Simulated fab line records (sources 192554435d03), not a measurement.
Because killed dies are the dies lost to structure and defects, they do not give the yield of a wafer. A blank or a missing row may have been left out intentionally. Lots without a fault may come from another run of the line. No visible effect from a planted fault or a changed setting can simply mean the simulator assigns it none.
Chamber matching :: flow n5_finfet :: N5_BEOL_M2_STRIP_19 on rie_diel-06: 4 sister chambers
The step strips in O2. 4 wafers are shown with their chamber, then 12 later ones without.

== WAFERS, EACH WITH ITS CHAMBER ==
wafer: L084.2
chamber: 2
throttle_valve_pct (%): 16.27

wafer: L087.5
chamber: 1
throttle_valve_pct (%): 16.89

wafer: L090.5
chamber: 0
throttle_valve_pct (%): 16.57

wafer: L090.6
chamber: 3
throttle_valve_pct (%): 16.79

== WAFERS WITH NO CHAMBER GIVEN ==
wafer: L091.2
throttle_valve_pct (%): 16.91

wafer: L091.4
throttle_valve_pct (%): 16.58

wafer: L091.5
throttle_valve_pct (%): 16.55

wafer: L092.2
throttle_valve_pct (%): 16.56

wafer: L092.3
throttle_valve_pct (%): 16.80

wafer: L092.5
throttle_valve_pct (%): 16.30

wafer: L097.1
throttle_valve_pct (%): 16.92

wafer: L097.2
throttle_valve_pct (%): 16.81

wafer: L097.3
throttle_valve_pct (%): 16.33

wafer: L096.3
throttle_valve_pct (%): 16.82

wafer: L096.4
throttle_valve_pct (%): 16.81

wafer: L096.5
throttle_valve_pct (%): 16.33

== EACH ONE'S CHAMBER ==
wafer: L091.2
from the rows above: 1
in truth: 1

wafer: L091.4
from the rows above: 0
in truth: 0

wafer: L091.5
from the rows above: 0
in truth: 0

wafer: L092.2
from the rows above: 0
in truth: 0

wafer: L092.3
from the rows above: 3
in truth: 3

wafer: L092.5
from the rows above: 2
in truth: 2

wafer: L097.1
from the rows above: 1
in truth: 1

wafer: L097.2
from the rows above: can't be placed: 3 or 1
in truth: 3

wafer: L097.3
from the rows above: 2
in truth: 2

wafer: L096.3
from the rows above: can't be placed: 3 or 1
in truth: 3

wafer: L096.4
from the rows above: can't be placed: 3 or 1
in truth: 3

wafer: L096.5
from the rows above: 2
in truth: 2
Correct placement for 9 of the 12. Can't be placed from these rows: 3 (the true chamber is among the candidates in 3). 0 placed wrongly.
How it was worked out, from the rows above alone: a wafer's distance from a chamber is the root of the sum, over the readings, of the square of ((its reading less the chamber's mean) divided by the reading's scatter). The wafer belongs to the nearest chamber; if the next one is less than 2 further off, it can't be placed. For every chamber, the mean is computed from those of its wafers that are shown. The scatter: with one shown wafer a chamber, the root of the mean of the squares of how far each hidden wafer lies from its nearest shown one.
